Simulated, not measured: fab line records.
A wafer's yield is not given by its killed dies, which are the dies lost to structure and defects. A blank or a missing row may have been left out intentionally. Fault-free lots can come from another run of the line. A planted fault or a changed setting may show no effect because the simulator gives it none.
Split-lot study | flow n5Finfet | 21 wafers read from 7 lots, route of 1938 steps

## THE SPLIT ITSELF
At N5_HKMG_FIN_COAT_66 (time 60 s, resist thk 300 nm), the setting spinRpm was moved away from the recipe's 1500 rpm on 11 of the 21 wafers read, by -7.9% to +5.9%. All remaining wafers had this setting at the recipe value.

The split's own step is where the reading is taken.

## THE READING
SOC_of_HKMG_FIN_COAT_66.thkNm (the simulator's own value, which no gauge read), in nm, at N5_HKMG_FIN_COAT_66 (time 60 s, resist thk 300 nm). There is no usual value for it anywhere in the file. Here, 10 wafers ran the recipe; their average is 300.1 nm with a standard deviation of 1 nm.

wafer  | tool, chamber at the split | spinRpm as run, rpm | against the recipe | SOC_of_HKMG_FIN_COAT_66.thkNm, nm | against lot-mates on the recipe
L081.1 | lithoTrack-03, 0           | 1397                | -6.9%              | 311.4                             | +11.8
L081.2 | lithoTrack-03, 0           | 1500                | recipe             | 299.6                             | -
L081.3 | lithoTrack-03, 0           | 1397                | -6.9%              | 310.6                             | +11.0
L083.2 | lithoTrack-02, 0           | 1436                | -4.3%              | 304.8                             | +6.6
L083.3 | lithoTrack-02, 0           | 1436                | -4.3%              | 305                               | +6.8
L083.4 | lithoTrack-02, 0           | 1500                | recipe             | 298.2                             | -
L087.1 | lithoTrack-03, 0           | 1447                | -3.5%              | 306.4                             | +5.0
L087.2 | lithoTrack-03, 0           | 1447                | -3.5%              | 306.6                             | +5.2
L087.4 | lithoTrack-03, 0           | 1500                | recipe             | 301.4                             | -
L091.1 | lithoTrack-03, 0           | 1500                | recipe             | 301                               | -
L091.2 | lithoTrack-03, 0           | 1500                | recipe             | 300                               | -
L091.5 | lithoTrack-03, 0           | 1500                | recipe             | 300.4                             | -
L093.2 | lithoTrack-02, 0           | 1500                | recipe             | 300                               | -
L093.3 | lithoTrack-02, 0           | 1396                | -6.9%              | 312.2                             | +12.2
L093.4 | lithoTrack-02, 0           | 1396                | -6.9%              | 311.4                             | +11.4
L094.1 | lithoTrack-01, 0           | 1589                | +5.9%              | 291.4                             | -7.2
L094.2 | lithoTrack-01, 0           | 1589                | +5.9%              | 290.6                             | -8.0
L094.4 | lithoTrack-01, 0           | 1500                | recipe             | 298.6                             | -
L096.1 | lithoTrack-03, 0           | 1500                | recipe             | 301.2                             | -
L096.2 | lithoTrack-03, 0           | 1500                | recipe             | 300.8                             | -
L096.3 | lithoTrack-03, 0           | 1381                | -7.9%              | 313.6                             | +12.6

FIT RESULTS
A straight line over all 21 wafers: SOC_of_HKMG_FIN_COAT_66.thkNm changes by -1.59 nm for each +1% of spinRpm; r = -0.99; the points scatter about the line by 1.1 nm.
The same after taking each lot's own level away (the mean of its wafers on the recipe; 21 wafers): -1.53 nm for each +1%; r = -0.99; scatter 0.66 nm.
According to that fit, moving spinRpm by its largest amount changes the reading by 12 nm.
The lots' own levels span 298.20 to 301.40 nm, that is 3.1 times the standard deviation above.
The two slopes are in agreement: the lot-to-lot level therefore moves the slope only a little.
Check: for one of the wafers moved furthest among these (-7.9%), held out of the fit, the line's prediction against its lot-mates is +12.5 nm. Against them it came out at +12.6 nm.

## OTHER SPLITS ON THESE WAFERS
Before the reading, these wafers also passed through other splits. Each is held against what the fit with the lots' levels taken away leaves over:
other split on the same wafers | wafers away from the commonest value | r with SOC_of_HKMG_FIN_COAT_66.thkNm (lot level and that fit taken away)
N5_WELL_APT_COAT_02 spinRpm    | 3                                    | -0.11
N5_WELL_APT_EXPOSE_05 doseMj   | 6                                    | -0.01
N5_FIN_SAQP_ETCH_65 timeS      | 4                                    | -0.38
N5_FIN_SAQP_COAT_68 spinRpm    | 4                                    | -0.06
N5_DUMMY_GATE_COAT_28 spinRpm  | 7                                    | -0.62
N5_DUMMY_GATE_DESCUM_20 timeS  | 8                                    | -0.51
N5_SD_EPI_N_PEB_07 pebTimeS    | 6                                    | -0.29
N5_SD_EPI_P_EPI_21 tempC       | 8                                    | +0.04
N5_SD_ACTIVATION_LSA_01 tempC  | 6                                    | -0.01

## THE FILE'S OWN FIT
SOC_of_HKMG_FIN_COAT_66.thkNm changes by -1.57 nm for each +1% of spinRpm, r = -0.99.
